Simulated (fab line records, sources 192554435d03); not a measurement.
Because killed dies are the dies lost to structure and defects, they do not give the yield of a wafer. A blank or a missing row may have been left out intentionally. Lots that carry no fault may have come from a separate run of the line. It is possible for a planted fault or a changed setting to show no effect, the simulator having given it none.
Matching of chambers + flow n5_finfet + 4 sister chambers for N5_BEOL_M3_ETCH_77 on rie_diel-03
The step etches underlayer in N2/H2, target depth 6.5 nm, time 5.2 s. 4 wafers are shown with their chamber, then 7 later ones without.

WAFERS, EACH WITH ITS CHAMBER
| wafer  | chamber | oes_product_au (a.u.) |
|--------|---------|-----------------------|
| L081.6 | 2       | 0.81                  |
| L085.4 | 3       | 0.59                  |
| L085.5 | 0       | 0.68                  |
| L087.5 | 1       | 0.68                  |

WAFERS WHOSE CHAMBER IS MISSING
| wafer  | oes_product_au (a.u.) |
|--------|-----------------------|
| L087.6 | 0.79                  |
| L092.1 | 0.58                  |
| L092.2 | 0.67                  |
| L092.3 | 0.67                  |
| L096.2 | 0.77                  |
| L096.4 | 0.67                  |
| L096.6 | 0.76                  |

EACH ONE'S CHAMBER
| wafer  | from the rows above          | in truth |
|--------|------------------------------|----------|
| L087.6 | 2                            | 2        |
| L092.1 | 3                            | 3        |
| L092.2 | can't be placed: 0 or 1      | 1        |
| L092.3 | can't be placed: 0 or 1      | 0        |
| L096.2 | can't be placed: 2 or 0 or 1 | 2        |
| L096.4 | can't be placed: 0 or 1      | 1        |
| L096.6 | can't be placed: 2 or 0 or 1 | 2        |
2 of 7 placed correctly. These rows do not allow placing 5 (true chamber among the candidates in 5). Wrongly placed: 0.
How it was worked out, from the rows above alone: a wafer's distance from a chamber is the root of the sum, over the readings, of the square of ((its reading less the chamber's mean) divided by the reading's scatter). If the next closest chamber is less than 2 further off than the closest, the wafer can't be placed; otherwise it belongs to the closest. The mean given for a chamber averages the wafers shown for that chamber. The scatter (one wafer shown for each chamber): square how far every hidden wafer sits from the nearest shown wafer, average those squares and take the square root.
